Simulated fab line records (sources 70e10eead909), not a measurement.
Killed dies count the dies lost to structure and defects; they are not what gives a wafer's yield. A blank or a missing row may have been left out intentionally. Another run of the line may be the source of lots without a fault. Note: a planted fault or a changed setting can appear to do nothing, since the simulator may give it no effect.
fab line records	flow nand_harc
record: lots: 6	wafers: 18	last_day: 32
route steps=1302 shown P_CONTACT@233 P_M0@253 END@1302
lots with no fault: from the same line, run without faults
start_h: start of the lot's first displayed wafer, in hours after the record's first day	wait_h: time in hours since the lot's previous step	" repeats the value in the row above	L1.1+2: several wafers, shown together as one row	- value missing, or start not given	* or withheld: withheld	< > ~ a bound
route shown NAME@n: names a module that has steps shown in the file, with the first one's number in the route	usual: the fault-free wafers' mean and standard deviation	same: alike in all rows	chamber/n: place in a boat	sites: each site's reading	_std_site: their standard deviation	_edge_site: outer sites' mean less inner sites'	radius_mm: for every site, how far away it sits from the centre of the wafer	mask NAME#n: copy n	behind: the most recent tool/chamber to have shaped the wafer	hold: why the lot was held/for how many hours/how that ended	device: names the non-switching transistor (n, p or np)	end of line: the route-end tests of the same wafers	a step with no rows: only its recipe	killed: dies that structure and defects cost at the first sort, which is not the same as the wafer's yield	map: shows each die of a wafer: x if killed, . if not, _ if none is there
set.NAME: the run value of the setting; set.NAME@STEP: its run value at that earlier step	model.NAME: the simulator's own value behind a step, which no gauge read
a table for each step, a row for each wafer; lots at some steps of the route
services: the hour from which a tool's chamber was out of use, counted from the record's first day as start_h (under 0 if before that day), plus the number of hours and why
== steps ==
step: NHARC_P_CONTACT_OVL_MEAS_13
usual: overlay_x_nm: -0.2/0.78	overlay_y_nm: -0.4/0.72
lot.wafer	tool	chamber	start_h	wait_h	overlay_x_nm	overlay_y_nm
L948.1	overlay-02	-	116.24	-	-0.4	0.8
L948.2	"	-	"	"	-0.7	0.5
L948.4	"	-	"	"	-0.7	-0.1
L956.1	overlay-01	-	196.61	-	0.2	-0.3
L956.2	"	-	"	"	-1.0	0.1
L956.3	"	-	"	"	-1.0	-0.2
L957.1	overlay-01	-	216.03	-	-1.4	-0.9
L957.2	"	-	"	"	-0.5	-0.9
L957.4	"	-	"	"	-1.5	-0.4
L962.3	overlay-02	-	258.41	-	-1.4	-1.2
L962.5	"	-	"	"	-1.4	-1.6
L962.6	"	-	"	"	-1.3	-1.5
L966.1	overlay-02	-	295.58	-	-0.1	0.2
L966.4	"	-	"	"	0.1	0.6
L966.6	"	-	"	"	0.0	0.7
L969.1	overlay-02	-	331.99	-	0.8	-1.0
L969.3	"	-	"	"	0.3	-0.8
L969.6	"	-	"	"	1.0	-0.5
step: NHARC_P_CONTACT_INSPECT_14
usual: raw_defect_count: 3.7/2.2
lot.wafer	tool	chamber	start_h	wait_h	raw_defect_count
L948.1	defect_inspect-02	-	116.28	0.0	2
L948.2	"	-	"	"	8
L948.4	"	-	"	"	0
L956.1	defect_inspect-01	-	196.65	0.0	9
L956.2	"	-	"	"	6
L956.3	"	-	"	"	3
L957.1	defect_inspect-02	-	216.07	0.0	2
L957.2	"	-	"	"	4
L957.4	"	-	"	"	3
L962.3	defect_inspect-02	-	258.44	0.0	2
L962.5	"	-	"	"	2
L962.6	"	-	"	"	1
L966.1	defect_inspect-01	-	295.61	0.0	3
L966.4	"	-	"	"	3
L966.6	"	-	"	"	2
L969.1	defect_inspect-01	-	332.03	0.0	4
L969.3	"	-	"	"	6
L969.6	"	-	"	"	5
step: NHARC_P_CONTACT_DESCUM_17
recipe: time_s: 3	o2_flow_sccm: 200	ar_flow_sccm: 0	bias_power_w: 0	chemistry: O2
step: NHARC_P_CONTACT_ETCH_35
recipe: target_depth_a: 390	over_etch_frac: 0.3	time_s: 65	ion_energy_ev: 80	cf4_flow_sccm: 150	ar_flow_sccm: 0	rf_w: 300	bias_w: 100	chemistry: CF4
step: NHARC_P_CONTACT_ETCH_36
recipe: target_depth_a: 2600	over_etch_frac: 0.25	time_s: 406.25	ion_energy_ev: 200	n2_flow_sccm: 150	h2_flow_sccm: 150	ar_flow_sccm: 0	rf_w: 400	bias_w: 150	chemistry: N2/H2
step: NHARC_P_CONTACT_ETCH_18
recipe: target_depth_a: 4810	time_s: 240.5	c4f8_flow_sccm: 20	o2_flow_sccm: 10	ar_flow_sccm: withheld	rf_w: 600	bias_w: 1500	chemistry: C4F8/O2/Ar
step: NHARC_P_CONTACT_STRIP_37
recipe: c4f8_flow_sccm: withheld	o2_flow_sccm: 8	ar_flow_sccm: withheld	bias_w: 0	chemistry: C4F8/O2/Ar
step: NHARC_P_CONTACT_ETCH_31
recipe: target_depth_a: 300	time_s: 85.7	ion_energy_ev: 120	over_etch_frac: 1	ch3f_flow_sccm: 50	o2_flow_sccm: 30	ar_flow_sccm: 200	rf_w: 500	bias_w: 100	chemistry: CH3F/O2
step: NHARC_P_CONTACT_CD_MEAS_19
usual: cd_nm: 88.9/2.1
lot.wafer	tool	chamber	start_h	wait_h	cd_nm
L948.1	cd_sem-01	-	117.21	-	88.4
L948.2	"	-	"	"	88.3
L948.4	"	-	"	"	88.2
L956.1	cd_sem-01	-	197.58	-	89.6
L956.2	"	-	"	"	89.0
L956.3	"	-	"	"	89.2
L957.1	cd_sem-03	-	217.00	-	88.2
L957.2	"	-	"	"	88.4
L957.4	"	-	"	"	89.4
L962.3	cd_sem-03	-	259.53	-	87.0
L962.5	"	-	"	"	87.7
L962.6	"	-	"	"	88.4
L966.1	cd_sem-01	-	296.76	-	85.9
L966.4	"	-	"	"	91.3
L966.6	"	-	"	"	90.6
L969.1	cd_sem-02	-	333.11	-	89.2
L969.3	"	-	"	"	89.6
L969.6	"	-	"	"	87.6
step: NHARC_P_CONTACT_STRIP_28
recipe: o2_flow_sccm: 500	ar_flow_sccm: 0	bias_w: 0	chemistry: O2
step: NHARC_P_CONTACT_STRIP_29
recipe: time_s: 1200	temp_c: 72.5	chemistry: post_etch_residue_remover
step: NHARC_P_CONTACT_DEGAS_38
recipe: temp_c: 300	time_s: 60
usual: heater_power_w: 464/44
lot.wafer	tool	chamber	start_h	wait_h	heater_power_w
L948.4	pvd_sputter-01	-	117.92	-	431
L948.1	"	-	"	"	429
L948.2	"	-	"	"	418
L956.3	pvd_sputter-02	-	198.30	-	463
L956.1	"	-	"	"	484
L956.2	"	-	"	"	558
L957.1	pvd_sputter-02	-	217.71	-	466
L957.2	"	-	"	"	482
L957.4	"	-	"	"	586
L962.3	pvd_sputter-03	-	260.25	-	475
L962.6	"	-	"	"	504
L962.5	"	-	"	"	477
L966.1	pvd_sputter-01	-	297.57	-	450
L966.4	"	-	"	"	409
L966.6	"	-	"	"	410
L969.1	pvd_sputter-03	-	333.84	-	476
L969.3	"	-	"	"	419
L969.6	"	-	"	"	482
step: NHARC_P_CONTACT_PRE_CLEAN_39
recipe: time_s: 19.5	bias_v: 250	gas: Ar
lot.wafer	tool	chamber	start_h	wait_h
L948.2+1+4	pvd_sputter-01	-	117.98	-
L956.3+1+2	pvd_sputter-02	-	198.36	-
L957.2+1+4	pvd_sputter-02	-	217.78	-
L962.3+5+6	pvd_sputter-03	-	260.30	-
L966.1+4+6	pvd_sputter-01	-	297.63	-
L969.3+1+6	pvd_sputter-03	-	333.89	-
step: NHARC_P_CONTACT_PVD_32
recipe: target_thk_a: 50	chamber_pressure_pa: 5	power_w: 5000	substrate_temp_c: 200	time_s: 17.7	material: Ti
step: NHARC_P_CONTACT_ALD_22
recipe: target_thk_a: 30	pulse_time_s: 1	ald_cycles: 150	temp_c: 450	material: TiN
step: NHARC_P_CONTACT_CVD_23
recipe: target_thk_a: 2000	temp_c: 300	pressure_torr: 40	wf6_flow_sccm: 40	h2_flow_sccm: 1600	ar_flow_sccm: 1560	time_s: 557	material: W
step: NHARC_P_CONTACT_CMP_24
recipe: t_overpolish_s: 30	target_thk_nm: 200
step: NHARC_P_CONTACT_SRD_26
step: NHARC_P_M0_DEP_00
recipe: target_thk_a: 1500	target_thk_nm: 150	temp_c: withheld	pressure_torr: 5	flow_sccm: 200	rf_w: 600	material: SiOC
step: NHARC_P_M0_DEHYDRATE_01
recipe: temp_c: 150	time_s: 120
step: NHARC_P_M0_HMDS_02
recipe: time_s: 30
step: NHARC_P_M0_COAT_33
recipe: temp_c: 200	time_s: 65
step: NHARC_P_M0_COAT_03
recipe: spin_rpm: 1500	resist_thk_nm: 90
step: NHARC_P_M0_SOFTBAKE_04
recipe: temp_c: 105	time_s: 55
step: NHARC_P_M0_EBR_05
step: NHARC_P_M0_EXPOSE_06
recipe: na: 1.35	target_cd_nm: 90	dose_mj: 81.28	mask_id: P_M0
step: NHARC_P_M0_PEB_07
recipe: peb_temp_c: 100	peb_time_s: 65
step: NHARC_P_M0_DEVELOP_08
recipe: develop_time_s: 35	dev_temp_c: 23
step: NHARC_P_M0_CD_MEAS_09
recipe: target_cd_nm: 90	landing_energy_ev: 500
usual: cd_nm: 90.0/1
lot.wafer	tool	chamber	start_h	wait_h	cd_nm
L948.1	cd_sem-03	0	120.32	-	91.2
L948.2	"	0	"	"	91.1
L948.4	"	0	"	"	91.7
L956.1	cd_sem-01	0	200.71	-	89.9
L956.2	"	0	"	"	88.8
L956.3	"	0	"	"	89.6
L957.1	cd_sem-03	0	220.11	-	89.4
L957.2	"	0	"	"	89.9
L957.4	"	0	"	"	89.7
L962.3	cd_sem-03	0	262.63	-	88.8
L962.5	"	0	"	"	88.3
L962.6	"	0	"	"	89.3
L966.1	cd_sem-03	0	299.97	-	88.7
L966.4	"	0	"	"	89.4
L966.6	"	0	"	"	90.2
L969.1	cd_sem-03	0	336.10	-	90.0
L969.3	"	0	"	"	89.7
L969.6	"	0	"	"	88.9
step: NHARC_P_M0_OVL_MEAS_10
recipe: pitch_nm: 180
usual: overlay_x_nm: 0.3/0.89	overlay_y_nm: 0.2/0.73
lot.wafer	tool	chamber	start_h	wait_h	overlay_x_nm	overlay_y_nm
L948.1	overlay-01	-	120.41	-	0.5	-0.9
L948.2	"	-	"	"	0.6	-0.6
L948.4	"	-	"	"	0.3	0.1
L956.1	overlay-01	-	200.80	-	1.0	0.4
L956.2	"	-	"	"	-0.3	0.0
L956.3	"	-	"	"	1.1	0.6
L957.1	overlay-01	-	220.19	-	0.5	-0.5
L957.2	"	-	"	"	1.0	-0.4
L957.4	"	-	"	"	0.7	0.4
L962.3	overlay-02	-	262.72	-	0.0	-0.1
L962.5	"	-	"	"	0.1	0.2
L962.6	"	-	"	"	-0.2	-0.1
L966.1	overlay-02	-	300.06	-	2.8	0.2
L966.4	"	-	"	"	2.9	-0.3
L966.6	"	-	"	"	3.1	0.1
L969.1	overlay-01	-	336.19	-	-0.3	0.7
L969.3	"	-	"	"	-0.1	1.0
L969.6	"	-	"	"	-0.3	0.3
step: NHARC_P_M0_DESCUM_14
recipe: time_s: 3	o2_flow_sccm: 200	ar_flow_sccm: 0	bias_power_w: 0	chemistry: O2
usual: drypump_motor_current_A: 5.7/0.45	o2_flow_sccm: 200.1/0.58	oes_product_au: 1.000/0.012	rf_vpp_V: 57.5/0.79	showerhead_plenum_p_Torr: 1.85/0.07	throttle_valve_pct: 11.310/0.0096
lot.wafer	tool	chamber	start_h	wait_h	drypump_motor_current_A	o2_flow_sccm	oes_product_au	rf_hours_counter_h	rf_vpp_V	showerhead_plenum_p_Torr	throttle_valve_pct
L948.1	rie_diel-02	2	120.52	0.1	5.7	201.1	1.002	18	57.2	1.83	11.314
L948.4	"	3	"	"	5.2	200.7	1.023	25	58.7	1.83	11.295
L948.2	"	0	"	"	6.1	199.5	0.988	26	57.8	1.94	11.319
L956.3	rie_diel-12	0	200.90	0.1	5.6	200.3	1.005	33	57.7	1.96	11.300
L956.2	"	1	"	"	5.6	199.5	1.000	34	58.5	1.84	11.306
L956.1	"	2	"	"	6.0	199.9	1.012	39	56.8	1.77	11.324
L957.4	rie_diel-13	0	220.29	0.1	5.0	200.6	1.012	7	57.3	1.79	11.317
L957.1	"	1	"	"	6.2	200.2	0.987	8	57.5	1.78	11.318
L957.2	"	2	"	"	6.4	200.5	0.992	8	58.2	1.85	11.305
L962.3	rie_diel-12	1	262.81	0.1	5.5	200.0	0.991	46	59.1	1.83	11.312
L962.5	"	1	"	"	5.5	200.7	0.981	-	56.6	1.83	11.321
L962.6	"	2	"	"	6.0	198.4	0.984	-	56.1	1.76	11.312
L966.1	rie_diel-13	3	300.16	0.1	5.5	200.2	1.017	23	56.6	1.83	11.303
L966.4	"	1	"	"	6.2	198.9	0.976	23	57.1	1.78	11.307
L966.6	"	3	"	"	5.5	200.0	1.018	-	58.1	1.83	11.318
L969.3	rie_diel-02	1	336.31	0.1	6.0	200.6	1.008	41	58.7	1.94	11.299
L969.1	"	2	"	"	5.7	199.8	1.021	37	57.2	1.81	11.301
L969.6	"	3	"	"	5.2	200.7	1.007	-	57.3	1.81	11.301
step: NHARC_P_M0_ETCH_34
recipe: target_depth_a: 400	overetch_a: 120	time_s: 43.94	ion_energy_ev: 200	n2_flow_sccm: 150	h2_flow_sccm: 150	ar_flow_sccm: 0	rf_w: 400	bias_w: 150	chemistry: N2/H2
usual: drypump_motor_current_A: 5.7/0.46	oes_product_au: 0.999/0.013	rf_vpp_V: 428.5/2.3	showerhead_plenum_p_Torr: 1.97/0.073	throttle_valve_pct: 14.171/0.01
lot.wafer	tool	chamber	start_h	wait_h	drypump_motor_current_A	oes_product_au	rf_hours_counter_h	rf_vpp_V	showerhead_plenum_p_Torr	throttle_valve_pct
L948.4	rie_diel-02	1	120.59	0.1	6.0	1.015	24	431.8	2.09	14.184
L948.1	"	2	"	"	5.7	1.000	18	428.7	1.94	14.174
L948.2	"	3	"	"	5.2	1.011	25	427.2	1.95	14.179
L956.3	rie_diel-12	3	200.99	0.1	5.1	0.999	38	431.6	2.08	14.158
L956.2	"	0	"	"	5.6	0.996	33	431.3	2.09	14.180
L956.1	"	1	"	"	5.5	0.989	34	427.6	1.95	14.166
L957.2	rie_diel-13	0	220.38	0.1	5.0	1.007	7	427.3	1.90	14.179
L957.4	"	1	"	"	6.2	0.977	8	425.3	1.90	14.169
L957.1	"	2	"	"	6.5	0.993	8	428.6	1.97	14.158
L962.3	rie_diel-12	0	262.91	0.1	5.6	0.987	51	432.6	2.08	14.176
L962.5	"	1	"	"	5.6	0.986	-	428.1	1.95	14.157
L962.6	"	2	"	"	6.0	0.980	-	425.7	1.87	14.164
L966.1	rie_diel-13	3	300.24	0.1	5.5	1.010	23	428.2	1.95	14.167
L966.4	"	2	"	"	6.4	0.981	22	427.4	1.97	14.177
L966.6	"	0	"	"	5.0	1.012	-	425.1	1.90	14.153
L969.3	rie_diel-02	3	336.37	0.1	5.2	1.012	39	428.1	1.92	14.162
L969.1	"	0	"	"	6.1	1.003	43	430.5	2.04	14.170
L969.6	"	3	"	"	5.2	1.013	-	426.1	1.92	14.177
step: NHARC_P_M0_ETCH_15
recipe: target_depth_a: 1500	overetch_a: 150	time_s: 82.5	c4f8_flow_sccm: withheld	ar_flow_sccm: 400	rf_w: 600	bias_w: 300	chemistry: C4F8/Ar
step: NHARC_P_M0_CD_MEAS_16
usual: cd_nm: 90.2/1.4
lot.wafer	tool	chamber	start_h	wait_h	cd_nm
L948.1	cd_sem-02	-	120.87	-	91.2
L948.2	"	-	"	"	91.7
L948.4	"	-	"	"	92.0
L956.1	cd_sem-03	-	201.20	-	91.4
L956.2	"	-	"	"	88.3
L956.3	"	-	"	"	90.4
L957.1	cd_sem-03	-	220.59	-	89.8
L957.2	"	-	"	"	88.6
L957.4	"	-	"	"	90.3
L962.3	cd_sem-02	-	263.12	-	88.3
L962.5	"	-	"	"	89.7
L962.6	"	-	"	"	89.3
L966.1	cd_sem-02	-	300.45	-	86.9
L966.4	"	-	"	"	89.1
L966.6	"	-	"	"	88.9
L969.1	cd_sem-03	-	336.59	-	90.5
L969.3	"	-	"	"	89.4
L969.6	"	-	"	"	87.5
step: NHARC_P_M0_STRIP_18
recipe: power_w: 1000	n2_flow_sccm: 150	h2_flow_sccm: 150	ar_flow_sccm: 0	bias_w: 0	chemistry: N2/H2
step: NHARC_P_M0_STRIP_19
recipe: time_s: 600	temp_c: 30	chemistry: post_etch_residue_remover
step: NHARC_P_M0_DEGAS_28
recipe: temp_c: 250	time_s: 60
usual: heater_power_w: 330/31
lot.wafer	tool	chamber	start_h	wait_h	heater_power_w
L948.2	pvd_sputter-03	-	121.50	-	296
L948.1	"	-	"	"	356
L948.4	"	-	"	"	337
L956.1	pvd_sputter-03	-	201.82	-	338
L956.3	"	-	"	"	328
L956.2	"	-	"	"	305
L957.2	pvd_sputter-02	-	221.30	-	337
L957.1	"	-	"	"	351
L957.4	"	-	"	"	406
L962.3	pvd_sputter-02	-	263.80	-	330
L962.6	"	-	"	"	402
L962.5	"	-	"	"	328
L966.1	pvd_sputter-03	-	301.13	-	361
L966.4	"	-	"	"	338
L966.6	"	-	"	"	374
L969.1	pvd_sputter-01	-	337.21	-	349
L969.3	"	-	"	"	317
L969.6	"	-	"	"	354
step: NHARC_P_M0_PRE_CLEAN_29
recipe: time_s: 30	temp_c: 280	gas: H2/He
usual: heater_power_w: 404/37
lot.wafer	tool	chamber	start_h	wait_h	heater_power_w
L948.4	pvd_sputter-03	-	-	-	416
L948.1	"	-	"	"	470
L948.2	"	-	"	"	364
L956.3	pvd_sputter-03	-	-	-	458
L956.1	"	-	"	"	419
L956.2	"	-	"	"	411
L957.2	pvd_sputter-02	-	-	-	410
L957.4	"	-	"	"	403
L957.1	"	-	"	"	436
L962.3	pvd_sputter-02	-	-	-	401
L962.6	"	-	"	"	402
L962.5	"	-	"	"	406
L966.1	pvd_sputter-03	-	-	-	366
L966.4	"	-	"	"	442
L966.6	"	-	"	"	404
L969.3	pvd_sputter-01	-	-	-	350
L969.1	"	-	"	"	383
L969.6	"	-	"	"	357
step: NHARC_P_M0_PVD_20
recipe: target_thk_a: 50	bias_v: 168.6	power_w: 15000	chamber_pressure_pa: 0.12	time_s: 8.06	substrate_temp_c: 50	material: TaN
step: NHARC_END_SORT_01
recipe: temp_c: 25
usual: killed_at_array: 52/18	killed_at_other: 1.0/1.4	killed_at_periphery: 3.1/2.3	killed_dies: 56/17	killed_open: 3.0/1.7	killed_short: 2.5/1.7
same: gross_dies: 677
lot.wafer	tool	chamber	start_h	wait_h	killed_at_array	killed_at_other	killed_at_periphery	killed_dies	killed_open	killed_short
L956.2	prober-01	0	639.50	2.8	64	1	70	135	2	2
L957.4	prober-02	0	660.26	3.4	57	1	73	131	1	2
killed by level:class
L956.2 P_CONTACT:unspecified=66 A_CHANNEL_HOLE_D2:chamber_film_flake=27 A_CHANNEL_HOLE_D1:chamber_film_flake=24 A_CONTACT:chamber_film_flake=4 P_ZERO_WELL:chamber_film_flake=2 A_STAIRCASE:chamber_film_flake=2 P_M0:geometric_particle:open=1 P_M0:geometric_particle:short=1
L957.4 P_CONTACT:unspecified=71 A_CHANNEL_HOLE_D2:chamber_film_flake=24 A_CHANNEL_HOLE_D1:chamber_film_flake=17 A_CONTACT:chamber_film_flake=9 P_GATE:chamber_film_flake=2 A_ONON_D2:geometric_particle:short=1 A_CHANNEL_HOLE_D2:geometric_particle:open=1 A_CHANNEL_FILL_D2:geometric_particle:short=1
map L956.2 (x killed, . not)
____________.____________
_________......._________
_______..........._______
______...........xx______
_____...........xxxx_____
____...........xxxxxx____
____..........xxxxxxx____
___............xxxxxxx___
___..x..........xxxxxx___
__.............xxxxxxxx__
__..x..x........xxxxxxx__
_...............xxxxxxx._
_............x...xxxxx.._
_.................xxx..._
_...............xxx.xx.._
_......................._
......x..................
.........................
.........................
....x....................
.........................
_....x.....x.........x.._
_.......x..............._
_.......x..............._
_.....xxxxxx..x........x_
_......xxxxx............_
__.....x.xxxxx.........__
__....x.xxxxxx.........__
___....xxxx.x.........___
___....xxxxx..x..x....___
____..xxxxxxxx.......____
____..xxx.xx.x.......____
_____...x.x........._____
______.............______
_______.x...x....._______
_________.x....._________
____________.____________
map L957.4 (x killed, . not)
____________.____________
_________......._________
_______x.......xxx_______
______..........xxx______
_____.x........xxxxx_____
____...........xxxxxx____
____...........xxxxxx____
___............xxxxxxx___
___........x...xxxxxxx___
__.............xxxxxxxx__
__.......x......xxxxxxx__
_.............xxxxxxxxxx_
_.........x....x.xxxxxx._
_.....x..........xx.x..._
_.........x........x...._
_......................._
.........x...............
.........................
xxx.................x.x..
xxx...................x..
xxxx.....................
_xxx...................._
_x......................_
_xx....................._
_x......................_
_x.x...................._
__...................x.__
__........x......x.....__
___.............x.....___
___........x.x......x.___
____........xx......x____
____......xxxxx......____
_____......xx.x..x.._____
______...x.........______
_______.x.xxx.x..._______
_________..xx.x._________
____________.____________
== services ==
tool	chamber	start_h	hours	kind
rie_diel-02	2	97.06	9.3	repair
pvd_sputter-02	-	104.00	10.0	pm
rie_diel-02	0	108.22	3.7	repair
rie_diel-13	3	132.21	16.0	repair
rie_diel-12	-	141.92	0.6	repair
rie_diel-13	-	165.00	9.0	pm
pvd_sputter-03	-	170.00	10.0	pm
rie_diel-02	0	173.06	6.3	repair
rie_diel-02	1	175.62	11.2	repair
pvd_sputter-03	-	181.17	3.3	repair
pvd_sputter-01	-	181.70	2.1	repair
pvd_sputter-03	-	189.30	1.1	repair
rie_diel-12	1	216.14	10.1	repair
rie_diel-02	-	217.35	9.0	pm
rie_diel-13	2	222.53	4.4	repair
pvd_sputter-01	-	226.00	10.0	pm
rie_diel-13	0	231.29	34.5	repair
pvd_sputter-01	-	242.06	1.9	repair
rie_diel-02	0	246.34	2.0	repair
rie_diel-02	1	250.84	4.1	repair
rie_diel-12	0	268.99	3.2	repair
pvd_sputter-02	-	282.00	10.0	pm
pvd_sputter-03	-	315.22	2.5	repair
pvd_sputter-02	-	325.59	38.1	repair
== key ==
first_sign: step: NHARC_END_SORT_01	reading: killed_at_periphery	direction: up	sigmas: 29	usual: 3.1	struck: 71.5
effect: step: NHARC_END_SORT_01	reading: killed_dies	direction: up	sigmas: 4.5	usual: 56	struck: 133
more_kills_born_at: NHARC_P_CONTACT_PRE_CLEAN_39@pvd_sputter-02: 137
met_at NHARC_P_CONTACT_PRE_CLEAN_39
struck_wafers L956.2,L957.4
tester_left_out L956,L957
fault: kind: chamber_particle_source	tool: pvd_sputter-02	chamber: -	onset_h: 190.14	steps: NHARC_P_CONTACT_PRE_CLEAN_39	rate_per_visit_cm2: 1.1286	end_h: 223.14	scope: struck_wafers_only
tester_left_out: of these lots the tester's yield and bins aren't shown, on N5 and GAA mostly nor the transistor test; their killed dies are dies lost to structure and defects alone, not to doping, threshold or leakage, so they don't give the yield
